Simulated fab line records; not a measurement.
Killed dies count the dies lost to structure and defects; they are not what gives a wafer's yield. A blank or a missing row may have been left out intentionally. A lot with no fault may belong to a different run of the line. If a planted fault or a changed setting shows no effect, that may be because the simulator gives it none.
Commonality check across tools + flow n5 finfet + Lots sampled 8, wafers sampled 23

## WHY IT WAS OPENED
At N5_BEOL_M13_CD_MEAS_28 the reading cd nm is flagged on 2 of 8 lots. Wafers without a fault read 209.5 nm, standard deviation 1.4.
Rule: a lot is flagged in two cases, either no wafer of it has a number, or all its wafers with numbers fall more than 4 standard deviations from that mean. The rest of the lots are taken to be sound.

| lot  | measured     | on        | cd nm (nm), wafer by wafer | flag    |
|------|--------------|-----------|----------------------------|---------|
| L341 | day 10 10:41 | cd sem-01 | 207.0 208.8 209.0          |         |
| L343 | day 11 04:02 | cd sem-01 | 209.7 208.4                |         |
| L346 | day 12 05:41 | cd sem-02 | 208.6 210.1 209.0          |         |
| L347 | day 12 09:44 | cd sem-02 | 207.8 206.6 209.0          |         |
| L350 | day 13 01:40 | cd sem-01 | 209.4 210.4 210.3          |         |
| L352 | day 13 06:43 | cd sem-03 | 209.1 209.2 209.9          |         |
| L354 | day 14 02:42 | cd sem-03 | 222.0 223.3 219.9          | FLAGGED |
| L357 | day 14 20:37 | cd sem-01 | 221.7 220.5 222.4          | FLAGGED |
Average over the flagged lots: 221.6 nm; offset from the usual +12.1 nm, equal to +9 standard deviations.

## WHICH TOOL RAN EACH LOT
3 process steps preceding the reading are held in the record, out of 1938 steps in the route. Each cell gives the tool, then ch followed by the chambers the sampled wafers passed through, then the start.
| lot  | flag    | N5_BEOL_M13_ILD_DEP_00          | N5_BEOL_M13_STRIP_63                 | N5_BEOL_M13_EXPOSE_25             |
|------|---------|---------------------------------|--------------------------------------|-----------------------------------|
| L341 |         | pecvd-02 ch 0,1, day 10 09:17   | plasma asher-02 ch 0,1, day 10 10:08 | krf scanner-01 ch 0, day 10 10:30 |
| L343 |         | pecvd-04 ch 0,1, day 11 02:09   | plasma asher-02 ch 0,1, day 11 03:22 | krf scanner-02 ch 0, day 11 03:52 |
| L346 |         | pecvd-02 ch 0,1,2, day 12 04:02 | plasma asher-02 ch 0,1, day 12 05:02 | krf scanner-02 ch 0, day 12 05:31 |
| L347 |         | pecvd-02 ch 0,1, day 12 07:55   | plasma asher-02 ch 0,1, day 12 09:13 | krf scanner-02 ch 0, day 12 09:34 |
| L350 |         | pecvd-04 ch 1,2, day 13 00:09   | plasma asher-02 ch 0,1, day 13 01:08 | krf scanner-02 ch 0, day 13 01:30 |
| L352 |         | pecvd-04 ch 0,1,2, day 13 05:11 | plasma asher-01 ch 0,1, day 13 06:04 | krf scanner-01 ch 0, day 13 06:32 |
| L354 | FLAGGED | pecvd-04 ch 0,1,2, day 14 00:54 | plasma asher-01 ch 0,1, day 14 02:10 | krf scanner-02 ch 0, day 14 02:32 |
| L357 | FLAGGED | pecvd-01 ch 1,2, day 14 18:55   | plasma asher-01 ch 0,1, day 14 19:58 | krf scanner-02 ch 0, day 14 20:28 |
What the steps here do:
- N5_BEOL_M13_ILD_DEP_00: deposits SiOC from DEMS/O2, target thk 837.92 nm, time 166.4 s.
- N5_BEOL_M13_STRIP_63: strips in N2/H2.
- N5_BEOL_M13_EXPOSE_25: exposes mask M13, target cd 210 nm.
- N5_BEOL_M13_CD_MEAS_28: target cd 209.5 nm.

## FLAGGED AGAINST TOTAL, ONE TOOL AT A TIME (gauges that did the reading follow at the end)
| step                   | tool            | lots run | flagged | share of the flagged lots | sound lots run after its first flagged lot |
|------------------------|-----------------|----------|---------|---------------------------|--------------------------------------------|
| N5_BEOL_M13_ILD_DEP_00 | pecvd-01        | 1        | 1       | some                      | 0                                          |
| N5_BEOL_M13_ILD_DEP_00 | pecvd-02        | 3        | 0       | none                      | -                                          |
| N5_BEOL_M13_ILD_DEP_00 | pecvd-04        | 4        | 1       | some                      | 0                                          |
| N5_BEOL_M13_STRIP_63   | plasma asher-01 | 3        | 2       | all                       | 0                                          |
| N5_BEOL_M13_STRIP_63   | plasma asher-02 | 5        | 0       | none                      | -                                          |
| N5_BEOL_M13_EXPOSE_25  | krf scanner-01  | 2        | 0       | none                      | -                                          |
| N5_BEOL_M13_EXPOSE_25  | krf scanner-02  | 6        | 2       | all                       | 0                                          |
| N5_BEOL_M13_CD_MEAS_28 | cd sem-01       | 4        | 1       | some                      | 0                                          |
| N5_BEOL_M13_CD_MEAS_28 | cd sem-02       | 2        | 0       | none                      | -                                          |
| N5_BEOL_M13_CD_MEAS_28 | cd sem-03       | 2        | 1       | some                      | 0                                          |

## WHAT THE TABLE PERMITS
plasma asher-01 at N5_BEOL_M13_STRIP_63 and krf scanner-02 at N5_BEOL_M13_EXPOSE_25 are the 2 rows of the table that ran each flagged lot.
- plasma asher-01 at N5_BEOL_M13_STRIP_63: 2 of its 3 lots flagged. Its last sound lot is L352 (day 13 06:04), its first flagged lot L354 (day 14 02:10): a fault that began between those two fits.
- krf scanner-02 at N5_BEOL_M13_EXPOSE_25: 2 of its 6 lots flagged. Its last sound lot is L350 (day 13 01:30), its first flagged lot L354 (day 14 02:32): a fault that began between those two fits. Its own readings lie more than 4 standard deviations out on every wafer of the flagged lots: exposure dose mJ cm2.
These 2 tools cannot be told apart by counting lots, since each of them fits a fault that started at some hour. More lots, or a look at what each step does to the wafer, might.

## WHAT HAD BEEN PUT IN BY THE SIMULATOR
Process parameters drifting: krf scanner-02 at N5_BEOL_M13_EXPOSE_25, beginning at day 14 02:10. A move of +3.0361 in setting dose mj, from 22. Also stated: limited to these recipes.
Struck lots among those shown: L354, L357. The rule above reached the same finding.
